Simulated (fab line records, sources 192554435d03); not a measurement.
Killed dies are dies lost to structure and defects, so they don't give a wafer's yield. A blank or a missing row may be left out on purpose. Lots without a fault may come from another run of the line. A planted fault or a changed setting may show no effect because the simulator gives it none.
Split-lot experiment | flow n5_finfet | 7 lots, 21 wafers read, on a route of 1938 steps

THE SPLIT
At N5_BEOL_M11_TRENCH_ETCH_37 (etches SiCOH lowk in C4F6/O2, target depth 148.83 nm, time 48 s), the setting bias_w was moved away from the recipe's 185 W on 4 of the 21 wafers read, by -16.5% to +8.0%. The other wafers ran this setting at the recipe's value.

The reading is taken at the split's own step.

THE READING
rf_vpp_V, in V, at N5_BEOL_M11_TRENCH_ETCH_37 (etches SiCOH lowk in C4F6/O2, target depth 148.83 nm, time 48 s). Fault-free wafers of this fab line usually give 669 V, standard deviation 12 V.

wafer  | tool, chamber at the split | bias_w as run, W | against the recipe | rf_vpp_V, V | against lot-mates on the recipe
L074.1 | rie_diel-01, 2             | 185              | recipe             | 680         | -
L074.5 | rie_diel-01, 2             | 185              | recipe             | 680         | -
L074.6 | rie_diel-01, 3             | 185              | recipe             | 669         | -
L079.2 | rie_diel-02, 0             | 185              | recipe             | 678         | -
L079.3 | rie_diel-02, 1             | 185              | recipe             | 656         | -
L079.5 | rie_diel-02, 1             | 185              | recipe             | 656         | -
L082.1 | rie_diel-01, 1             | 172.9            | -6.5%              | 646         | -27
L082.2 | rie_diel-01, 2             | 185              | recipe             | 680         | -
L082.3 | rie_diel-01, 3             | 185              | recipe             | 666         | -
L084.2 | rie_diel-06, 0             | 199.8            | +8.0%              | 721         | +65
L084.3 | rie_diel-06, 2             | 185              | recipe             | 656         | -
L084.5 | rie_diel-06, 0             | 199.8            | +8.0%              | 720         | +64
L086.1 | rie_diel-06, 0             | 185              | recipe             | 680         | -
L086.2 | rie_diel-06, 2             | 185              | recipe             | 656         | -
L086.6 | rie_diel-06, 3             | 185              | recipe             | 658         | -
L091.1 | rie_diel-02, 1             | 185              | recipe             | 658         | -
L091.3 | rie_diel-02, 2             | 185              | recipe             | 688         | -
L091.5 | rie_diel-02, 1             | 154.4            | -16.5%             | 570         | -103
L095.1 | rie_diel-02, 2             | 185              | recipe             | 688         | -
L095.2 | rie_diel-02, 0             | 185              | recipe             | 676         | -
L095.4 | rie_diel-02, 2             | 185              | recipe             | 687         | -

THE FIT
A straight line over all 21 wafers: rf_vpp_V changes by +5.92 V for each +1% of bias_w; r = +0.92; the points scatter about the line by 12 V.
The same after taking each lot's own level away (the mean of its wafers on the recipe; 21 wafers): +6.59 V for each +1%; r = +0.95; scatter 9.9 V.
On that fit, the largest move of bias_w shifts the reading by 1.1e+02 V.
The lots' own levels span 656.0 to 683.7 V, that is 2.3 times the standard deviation above.
So the lot-to-lot level changes the slope: the two fits differ.
Check: with one of the wafers moved furthest among these (-16.5%) left out of the fit, the line predicts -114 V for it against its lot-mates. It came out at -103 V against them.
Tool readings at the split's step, against how far the setting was moved: rf_vpp_V r = +0.92.

OTHER SPLITS ON THESE WAFERS
These wafers also went through other splits before the reading. Each is held against what the fit with the lots' levels taken away leaves over:
other split on the same wafers    | wafers away from the commonest value | r with rf_vpp_V (lot level and that fit taken away)
N5_BEOL_M10_PEB_26 peb_time_s     | 5                                    | +0.15
N5_BEOL_M10_TRENCH_ETCH_37 time_s | 10                                   | -0.10
N5_BEOL_M11_ETCH_66 time_s        | 4                                    | -0.02

THE FILE'S OWN FIT
rf_vpp_V changes by +6.3 V for each +1% of bias_w, r = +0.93.
